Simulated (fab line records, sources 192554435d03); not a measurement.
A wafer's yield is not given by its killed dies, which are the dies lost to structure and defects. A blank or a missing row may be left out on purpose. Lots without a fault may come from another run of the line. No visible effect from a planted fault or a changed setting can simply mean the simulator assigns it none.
Matching of chambers -- flow n5Finfet -- N5_FIN_SAQP_SPACER2_ETCHBACK_29 on rieDiel-04: 4 sister chambers
The step etches SiO2 in CHF3/O2, target depth 12.2 nm, time 6.1 s. 4 wafers are shown with their chamber, then 10 later ones without.

== WAFERS WITH THEIR CHAMBER ==
wafer,chamber,throttleValvePct (%)
L082.5,1,19.12
L084.1,0,19.26
L087.1,2,18.57
L087.5,3,19.23

== WAFERS WHOSE CHAMBER IS MISSING ==
wafer,throttleValvePct (%)
L087.6,18.58
L089.1,19.28
L089.3,18.58
L089.4,19.13
L090.4,19.13
L090.5,19.13
L090.6,19.27
L095.1,18.60
L095.3,19.17
L095.5,18.60

== WHICH CHAMBER EACH WENT THROUGH ==
wafer,from the rows above,in truth
L087.6,2,2
L089.1,can't be placed: 0 or 3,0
L089.3,2,2
L089.4,1,1
L090.4,1,1
L090.5,1,1
L090.6,can't be placed: 0 or 3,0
L095.1,2,2
L095.3,can't be placed: 1 or 3 or 0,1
L095.5,2,2
Correctly placed: 7 of 10. From these rows, 3 cannot be placed; in 3 the true chamber is one of the candidates. Wrongly placed: 0.
How it was worked out, from the rows above alone: a wafer's distance from a chamber is the root of the sum, over the readings, of the square of ((its reading less the chamber's mean) divided by the reading's scatter). If the next closest chamber is less than 2 further off than the closest, the wafer can't be placed; otherwise it belongs to the closest. For every chamber, the mean is computed from those of its wafers that are shown. The scatter: root of mean squared gap, hidden wafer to nearest shown wafer, with one shown wafer a chamber.
